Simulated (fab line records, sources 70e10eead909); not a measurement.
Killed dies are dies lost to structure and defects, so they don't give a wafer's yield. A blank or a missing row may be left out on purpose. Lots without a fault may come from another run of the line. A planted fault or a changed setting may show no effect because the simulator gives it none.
fab line records | flow nand_harc
record lots=7 wafers=19 last_day=33
route steps=1302 shown A_DECK1_JOINT@530
lots that met no fault: from a run of the same line without faults
start_h: hours from the record's first day to the start of the lot's first wafer shown | wait_h: hours since the lot's step before | " the same as in the row above | L1.1+2: a row that stands for several wafers | - no value, or no start given | * or withheld: withheld | < > ~ a bound
route shown NAME@n: a module of which the file shows steps, and the number in the route of the first | usual: mean/standard deviation of fault-free wafers | same: alike in all rows | chamber/n: place in a boat | sites: the reading at each site | _std_site: their standard deviation | _edge_site: outer sites' mean less inner sites' | radius_mm: how far each site lies from the wafer's centre | mask NAME#n: copy n | behind: the tool/chamber that last shaped the wafer | hold: why the lot was held/for how many hours/how that ended | device: the transistor (n, p or np) that didn't switch | end of line: the same wafers' tests at the end of the route | a step without rows: its recipe alone | killed: dies lost to structure and defects at the first sort, not the wafer's yield | map: a wafer's dies, x killed, . not, _ none there
set.NAME: the setting as run; set.NAME@STEP: as run at that earlier step | model.NAME: the simulator's own value behind a step, which no gauge read
lots at some steps of the route; a table a step, a row a wafer
services: from which hour (start_h, from the record's first day; less than 0 if before it) a tool's chamber was out of use, for how many hours, and why
## steps
# step NHARC_A_DECK1_JOINT_ETCHBACK_00
# recipe target_depth_a=300 time_s=17.4 hbr_flow_sccm=150 rf_w=350 icp_w=350 bias_w=60 chemistry=HBr
# usual chamber_pressure_mTorr=15.000/0.013 drypump_motor_current_A=5.8/0.47 oes_product_au=0.997/0.014 throttle_valve_pct=23.265/0.01
# columns lot.wafer tool chamber start_h wait_h chamber_pressure_mTorr drypump_motor_current_A oes_product_au rf_hours_counter_h throttle_valve_pct
L324.3 rie_si-05 3 278.83 0.1 14.980 5.7 0.979 0.8 23.249
L324.5 " 0 " " 15.009 5.2 0.991 - 23.270
L324.6 " 1 " " 15.009 6.6 1.011 - 23.263
L327.2 rie_si-02 0 311.52 0.1 15.013 5.2 0.998 0.2 23.267
L327.1 " 2 " " 15.003 6.3 1.009 0.2 23.271
L327.5 " 1 " " 14.991 6.0 0.999 - 23.257
L333.1 rie_si-05 3 391.06 0.1 14.993 5.7 1.002 0.4 23.279
L333.2 " 1 " " 14.998 6.5 1.002 0.3 23.249
L333.5 " 0 " " 15.016 5.3 0.984 - 23.264
L338.2 rie_si-03 2 435.19 0.1 14.997 5.8 0.983 0.1 23.265
L338.5 " 1 " " 15.001 5.8 1.007 - 23.255
L338.6 " 2 " " 14.977 5.8 0.993 - 23.250
L339.4 rie_si-02 1 435.20 0.1 15.007 6.0 0.993 1.0 23.276
L339.5 " 2 " " 15.023 6.3 1.011 - 23.268
L340.2 rie_si-02 1 453.76 0.1 14.984 6.0 0.996 1.2 23.248
L340.5 " 3 " " 14.998 6.7 1.016 - 23.253
L343.4 rie_si-05 1 481.38 0.1 14.995 6.6 0.980 0.9 23.256
L343.2 " 2 " " 15.001 6.2 1.011 1.0 23.262
L343.5 " 3 " " 15.000 5.6 1.004 - 23.268
# step NHARC_A_DECK1_JOINT_PRECLEAN_30
# recipe time_s=* temp_c=50 bath_age_min=0 chemistry=SC1
# step NHARC_A_DECK1_JOINT_SRD_31
# step NHARC_A_DECK1_JOINT_CVD_34
# recipe target_thk_a=200 temp_c=700 pressure_mtorr=300 material=SiNx
# step NHARC_A_DECK1_JOINT_DEP_06
# recipe target_thk_a=800 temp_c=65 material=SiOx
# step NHARC_A_DECK1_JOINT_CURE_26
# recipe temp_c=150 time_s=32 pressure_atm=0.395
# step NHARC_A_DECK1_JOINT_ANNEAL_27
# recipe temp_c=400 time_s=3600 idle_temp_c=300 ramp_up_c_per_min=10 densification_p_h2o_torr=640
# step NHARC_A_DECK1_JOINT_ANNEAL_28
# recipe temp_c=500 time_s=1800 idle_temp_c=400 ramp_up_c_per_min=10 densification_p_h2o_torr=640
# step NHARC_A_DECK1_JOINT_ANNEAL_29
# recipe temp_c=750 time_s=1800 idle_temp_c=500 ramp_up_c_per_min=10 ramp_down_c_per_min=3
# step NHARC_A_DECK1_JOINT_CMP_02
# recipe material=SiOx
# usual motor_current_A=11.6/1.1 retaining_ring_pressure_frac=0.999/0.005 slurry_flow_ml_min=150.0/0.49
# columns lot.wafer tool chamber start_h wait_h motor_current_A retaining_ring_pressure_frac slurry_flow_ml_min
L324.3 cmp-03 0 299.53 0.4 13.6 1.001 150.6
L324.6 " 3 " " 12.0 1.004 150.3
L324.5 " 0 " " 13.6 1.005 150.5
L327.1 cmp-03 1 337.13 0.4 11.1 1.000 150.3
L327.2 " 2 " " 10.3 1.000 150.4
L327.5 " 1 " " 10.7 0.995 150.1
L333.2 cmp-02 1 415.07 0.4 11.1 1.006 149.2
L333.1 " 2 " " 11.8 1.009 150.1
L333.5 " 0 " " 13.6 0.997 149.5
L339.4 cmp-02 1 461.96 0.4 11.6 1.000 150.5
L339.5 " 0 " " 12.7 1.005 150.4
L338.2 cmp-03 2 461.98 0.4 9.8 0.997 150.2
L338.6 " 0 " " 13.0 0.987 150.2
L338.5 " 1 " " 10.2 0.996 150.4
L340.2 cmp-01 0 474.59 0.4 12.7 0.999 150.2
L340.5 " 3 " " 11.2 1.009 149.9
L343.2 cmp-01 3 506.22 0.4 11.4 1.000 149.5
L343.4 " 0 " " 13.0 0.999 150.5
L343.5 " 3 " " 11.4 1.001 150.0
# step NHARC_A_DECK1_JOINT_SRD_15
# step NHARC_A_DECK1_JOINT_DEP_16
# recipe target_thk_a=450 temp_c=400 pressure_torr=6.5 rf_w=900 teos_flow_sccm=161.4 flow_sccm=2650 target_thk_nm=45 gas=O2 material=SiO2
# usual heater_power_w=556/92 showerhead_vpp_V=1852/110 throttle_valve_pct=16.1/0.51
# columns lot.wafer tool chamber start_h wait_h heater_power_w showerhead_vpp_V throttle_valve_pct
L324.3 pecvd-03 1 299.92 0.1 375 1812 16.9
L324.5 " 1 " " 384 1782 17.0
L324.6 " 2 " " 600 1879 15.5
L327.1 pecvd-03 2 337.54 0.1 631 1891 15.6
L327.2 " 0 " " 687 1961 16.4
L327.5 " 1 " " 409 1770 17.0
L333.1 pecvd-01 0 415.54 0.2 474 2044 15.8
L333.2 " 2 " " 642 1802 16.4
L333.5 " 2 " " 650 1796 16.1
L339.4 pecvd-01 1 462.43 0.2 438 1802 16.3
L339.5 " 2 " " 531 1807 16.5
L338.2 pecvd-01 0 462.49 0.2 551 2042 15.9
L338.5 " 0 " " 557 2096 15.9
L338.6 " 1 " " 531 1745 16.1
L340.2 pecvd-01 2 475.12 0.3 583 1802 16.7
L340.5 " 2 " " 576 1776 16.5
L343.2 pecvd-03 2 506.61 0.1 634 1850 15.0
L343.5 " 2 " " 660 1876 15.0
L343.4 " 0 " " 648 1981 15.7
# step NHARC_A_DECK1_JOINT_THK_MEAS_17
# recipe thk_meas_gauge=ellipsometry
# usual thk_nm=45.2/1.3
# columns lot.wafer tool chamber start_h wait_h thk_nm
L324.3 film_metro-02 - 300.17 0.2 46.1
L324.5 " - " " 46.7
L324.6 " - " " 45.9
L327.1 film_metro-01 - 337.80 0.2 44.7
L327.2 " - " " 45.0
L327.5 " - " " 45.3
L333.1 film_metro-01 - 415.82 0.3 45.0
L333.2 " - " " 47.5
L333.5 " - " " 45.8
L339.4 film_metro-01 - 462.60 0.1 28.4
L339.5 " - " " 43.7
L338.2 film_metro-01 - 462.77 0.3 28.5
L338.5 " - " " 45.5
L338.6 " - " " 44.2
L340.2 film_metro-01 - 475.34 0.2 28.4
L340.5 " - " " 48.1
L343.2 film_metro-02 - 506.89 0.3 47.8
L343.4 " - " " 44.7
L343.5 " - " " 44.4
# step NHARC_A_DECK1_JOINT_INSPECT_05
# usual raw_defect_count=306/110
# columns lot.wafer tool chamber start_h wait_h raw_defect_count
L324.3 defect_inspect-02 - 300.20 0.0 293
L324.5 " - " " 320
L324.6 " - " " 268
L327.1 defect_inspect-01 - 337.83 0.0 286
L327.2 " - " " 450
L327.5 " - " " 254
L333.1 defect_inspect-02 - 415.86 0.0 345
L333.2 " - " " 246
L333.5 " - " " 275
L339.4 defect_inspect-02 - 462.64 0.0 185
L339.5 " - " " 325
L338.2 defect_inspect-01 - 462.81 0.0 285
L338.5 " - " " 353
L338.6 " - " " 323
L340.2 defect_inspect-02 - 475.38 0.0 241
L340.5 " - " " 344
L343.2 defect_inspect-01 - 506.93 0.0 153
L343.4 " - " " 235
L343.5 " - " " 229
## services
# columns tool chamber start_h hours kind
cmp-03 - 259.29 21.3 repair
rie_si-02 - 277.00 9.0 pm
cmp-01 - 283.50 4.0 pm
cmp-02 - 296.80 0.3 repair
rie_si-05 - 305.00 9.0 pm
cmp-03 - 310.27 0.2 repair
pecvd-01 - 311.00 13.0 pm
pecvd-01 - 332.91 2.6 repair
pecvd-03 - 333.39 0.6 repair
pecvd-03 - 366.18 13.0 pm
rie_si-02 0 376.65 1.8 repair
cmp-03 - 378.55 4.0 pm
rie_si-02 3 404.28 2.3 repair
rie_si-02 1 407.40 7.0 repair
rie_si-02 1 414.54 15.4 repair
pecvd-01 1 423.28 20.6 repair
cmp-03 - 450.37 1.2 repair
rie_si-02 - 454.00 9.0 pm
cmp-03 - 476.55 4.0 pm
rie_si-05 - 482.00 9.0 pm
cmp-03 - 486.73 0.9 repair
pecvd-01 - 492.00 13.0 pm
cmp-03 - 497.04 4.2 repair
cmp-03 - 505.42 2.0 repair
## key
first_sign step=NHARC_A_DECK1_JOINT_THK_MEAS_17 reading=thk_nm direction=down sigmas=13 usual=45.2 struck=28.4
effect none on later readings
met_at NHARC_A_DECK1_JOINT_DEP_16
struck_wafers L338.2,L339.4,L340.2
tester_left_out L338,L339,L340
onset_between 415.54 462.43
fault kind=process_parameter_drift tool=pecvd-01 chamber=- onset_h=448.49 steps=NHARC_A_DECK1_JOINT_DEP_16 channel=target_thk_nm offset=-16.29 shape=step end_h=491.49 scope=struck_wafers_only acts_in=these_recipes_only stated=45
# tester_left_out: of these lots the tester's yield and bins aren't shown, on N5 and GAA mostly nor the transistor test; their killed dies are dies lost to structure and defects alone, not to doping, threshold or leakage, so they don't give the yield
